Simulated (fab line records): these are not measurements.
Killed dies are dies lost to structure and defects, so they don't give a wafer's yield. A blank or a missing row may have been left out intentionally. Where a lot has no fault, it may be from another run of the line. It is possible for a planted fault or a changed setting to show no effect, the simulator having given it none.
Chamber matching | flow n5-finfet | 4 sister chambers for N5_FIN_SAQP_SPACER1_ETCHBACK_25 on rie-diel-01
The step etches SiO2 in CHF3/O2, target depth 24.4 nm, time 12.2 s. 4 wafers are shown with their chamber, then 8 later ones without.

## WAFERS, EACH WITH ITS CHAMBER
wafer  | chamber | showerhead-plenum-p-Torr (Torr)
L084.1 | 2       | 2.58
L084.3 | 0       | 2.41
L084.6 | 3       | 2.55
L086.3 | 1       | 2.37

## WAFERS MISSING THEIR CHAMBER
wafer  | showerhead-plenum-p-Torr (Torr)
L086.4 | 2.54
L086.5 | 2.37
L094.1 | 2.36
L094.5 | 2.54
L094.6 | 2.41
L095.2 | 2.40
L095.3 | 2.36
L095.5 | 2.57

## CHAMBER TAKEN BY EACH
wafer  | from the rows above     | in truth
L086.4 | 3                       | 3
L086.5 | 1                       | 1
L094.1 | 1                       | 1
L094.5 | 3                       | 3
L094.6 | 0                       | 0
L095.2 | 0                       | 0
L095.3 | 1                       | 1
L095.5 | can't be placed: 2 or 3 | 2
7 of 8 placed correctly. From these rows, 1 cannot be placed; in 1 the true chamber is one of the candidates. Placed wrongly: 0.
How it was worked out, from the rows above alone: a wafer's distance from a chamber is the root of the sum, over the readings, of the square of ((its reading less the chamber's mean) divided by the reading's scatter). If the next closest chamber is less than 2 further off than the closest, the wafer can't be placed; otherwise it belongs to the closest. The mean given for a chamber averages the wafers shown for that chamber. The scatter: with one shown wafer a chamber, the root of the mean of the squares of how far each hidden wafer lies from its nearest shown one.
